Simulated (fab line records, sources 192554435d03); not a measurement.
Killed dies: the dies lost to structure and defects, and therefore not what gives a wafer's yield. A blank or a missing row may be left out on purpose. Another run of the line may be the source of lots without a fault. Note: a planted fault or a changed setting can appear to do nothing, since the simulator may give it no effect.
8D (eight disciplines) problem report, filled in by code :: flow n5-finfet :: the parts of the form that need people (team, actions taken, sign-off) are left out

== 1. PROBLEM STATEMENT ==
Across 6 wafers from 2 lots, CJ_N at N5_BEOL_M4_RC_MEAS_101 averages 4.82, while fault-free wafers read 4.37 with a standard deviation of 0.08. That is +5.7 standard deviations from the usual mean.
The first sign was on wafer L316.1 at day 11 02:17, on prober-01. Wafers with a number at this step in the record: 12, from 4 lots. By rule, "out" or "out of limits" means more than 4 standard deviations away from the usual mean. Any other wafer with a number is counted as sound.

== 2. WHAT THIS IS AND IS NOT ==
question: which readings at this step
is: CJ_N
is not: DIBL_P, IOFF_P, ION_P, SS_P, VT_N, VT_P

question: which lots
is: L316, L318
is not: L313, L325

question: which wafers of those lots
is: all that have a number
is not: -

question: read on which gauges
is: prober-01
is not: prober-02

question: when
is: from day 11 02:17
is not: up to then (3 sound wafers); but 3 sound wafers of L325 came after

== 3. WHAT RULES OUT EACH SUSPECT ==
Counting: a tool at any process step up to the reading remains a suspect when it ran all the lots that are out and ran no sound lot after the first of those.
- the gauge at N5_BEOL_M4_RC_MEAS_101: ruled out. All the wafers that are out were read on prober-01, but those of them that N5_WELL_APT_IMPLANT_32 has rows for are out there too, on other tools.
- implanter-02 at N5_WELL_APT_IMPLANT_32: kept. Every lot that is out went through it, starting with L316 (day 4 09:36), and after that it ran no sound lot; the last sound lot it ran before then is L313 (day 3 15:18). Out on those wafers are its own readings of dose-ions-cm2, faraday-current-uA.
Left after counting: implanter-02 at N5_WELL_APT_IMPLANT_32.

== 4. THE CAUSE (what the simulator had put in) ==
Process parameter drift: implanter-02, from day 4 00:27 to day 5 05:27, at N5_WELL_APT_IMPLANT_32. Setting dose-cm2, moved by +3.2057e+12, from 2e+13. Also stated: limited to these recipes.
Counting left only this tool.

== 5. SEQUENCE OF EFFECTS, ordered by route ==
Rows list readings where the struck wafers' mean (over those with a number) sits beyond 3 standard deviations from the usual. Only readings whose record carries a usual standard deviation are examined. hours: median over the lots of the time between each lot's start at the first step of this table that gives one and its start at this step. sigmas: the change, counted in usual standard deviations.
hours: 0
step: N5_WELL_APT_IMPLANT_32
reading: dose-ions-cm2
usual: 1.9997e+13
on struck wafers: 2.3218e+13
change: +3.2212e+12
sigmas: +99 or more

hours: 0
step: N5_WELL_APT_IMPLANT_32
reading: faraday-current-uA
usual: 254
on struck wafers: 293
change: +39
sigmas: +8.4

hours: 160
step: N5_BEOL_M4_RC_MEAS_101
reading: CJ_N
usual: 4.37
on struck wafers: 4.82
change: +0.45
sigmas: +5.7
The process steps in it:
- N5_WELL_APT_IMPLANT_32

== 6. WHAT WOULD HAVE CAUGHT IT SOONER ==
Counted from the fault's start at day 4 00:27, it took 170 hours until the first out-of-limits reading at a measuring or inspecting step in this record, taken at day 11 02:17.
At N5_WELL_APT_IMPLANT_32, the tool's own readings (dose-ions-cm2, faraday-current-uA) were out on each struck wafer the step has a row for, so an alarm limit on them would have fired on the first such wafer.
All the lots that are out (2) had begun N5_WELL_APT_IMPLANT_32 on implanter-02 by day 11 02:17. A hold on the tool at that time would have spared none of them.
